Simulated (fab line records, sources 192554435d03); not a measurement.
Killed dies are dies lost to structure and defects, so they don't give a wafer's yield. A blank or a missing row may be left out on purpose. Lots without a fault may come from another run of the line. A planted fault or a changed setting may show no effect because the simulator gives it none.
Chamber matching | flow n5_finfet | N5_BEOL_M11_PECVD_70 on pecvd-04: 3 sister chambers
The step deposits SiO2 from TEOS/O2, target thk 20 nm, time 22.7 s. 3 wafers are shown with their chamber, then 7 later ones without.

WAFERS WITH THEIR CHAMBER
wafer  | chamber | showerhead_plenum_p_Torr (Torr)
L551.3 | 1       | 8.71
L551.4 | 0       | 8.65
L555.1 | 2       | 8.77

WAFERS WITHOUT THEIR CHAMBER
wafer  | showerhead_plenum_p_Torr (Torr)
L555.4 | 8.69
L554.2 | 8.61
L554.4 | 8.80
L554.5 | 8.62
L556.2 | 8.69
L556.4 | 8.78
L556.5 | 8.70

WHICH CHAMBER EACH WENT THROUGH
wafer  | from the rows above     | in truth
L555.4 | can't be placed: 1 or 0 | 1
L554.2 | 0                       | 0
L554.4 | 2                       | 2
L554.5 | 0                       | 0
L556.2 | can't be placed: 1 or 0 | 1
L556.4 | 2                       | 2
L556.5 | can't be placed: 1 or 0 | 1
Placed correctly: 4 of 7. Can't be placed from these rows: 3 (the true chamber is among the candidates in 3). Placed wrongly: 0.
How it was worked out, from the rows above alone: a wafer's distance from a chamber is the root of the sum, over the readings, of the square of ((its reading less the chamber's mean) divided by the reading's scatter). The wafer belongs to the nearest chamber; if the next one is less than 2 further off, it can't be placed. A chamber's mean is the mean of its shown wafers. The scatter: with one shown wafer a chamber, the root of the mean of the squares of how far each hidden wafer lies from its nearest shown one.
